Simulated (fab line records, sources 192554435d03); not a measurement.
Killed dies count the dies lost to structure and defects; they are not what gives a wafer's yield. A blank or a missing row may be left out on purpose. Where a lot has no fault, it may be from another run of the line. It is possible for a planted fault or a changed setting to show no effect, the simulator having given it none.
Chamber matching -- flow n5Finfet -- aldMetal-04 running N5_BEOL_M7_ALD_77: 4 sister chambers
The step deposits TaN, target thk 2 nm, pulse time 2 s, purge time 3 s. 8 wafers are shown with their chamber, then 10 later ones without.

WAFERS PAIRED WITH THEIR CHAMBERS
wafer,chamber,heaterPowerW (W),precursorVesselPressureTorr (Torr)
L084.5,3,465,26.23
L088.4,0,469,26.26
L088.5,1,423,26.26
L090.1,1,421,26.16
L090.3,0,472,26.24
L090.5,2,348,26.28
L093.2,3,452,26.25
L093.3,2,344,26.28

WAFERS WITHOUT THEIR CHAMBER
wafer,heaterPowerW (W),precursorVesselPressureTorr (Torr)
L093.5,464,26.23
L092.2,344,26.19
L092.3,411,26.32
L092.6,456,26.16
L095.1,450,26.24
L095.4,471,26.23
L095.5,459,26.24
L096.1,416,26.19
L096.2,453,26.24
L096.5,411,26.24

EACH ONE'S CHAMBER
wafer,from the rows above,in truth
L093.5,can't be placed: 3 or 0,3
L092.2,2,2
L092.3,1,1
L092.6,can't be placed: 3 or 0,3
L095.1,3,3
L095.4,can't be placed: 0 or 3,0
L095.5,3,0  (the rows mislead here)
L096.1,1,1
L096.2,3,3
L096.5,1,1
6 of 10 placed correctly. From these rows, 3 cannot be placed; in 3 the true chamber is one of the candidates. Number placed wrongly: 1.
How it was worked out, from the rows above alone: a wafer's distance from a chamber is the root of the sum, over the readings, of the square of ((its reading less the chamber's mean) divided by the reading's scatter). The wafer belongs to the nearest chamber; if the next one is less than 2 further off, it can't be placed. The mean given for a chamber averages the wafers shown for that chamber. The scatter is the square root of a quotient: the sum, over the shown wafers, of each reading's squared deviation from its chamber's mean, divided by wafers minus chambers.
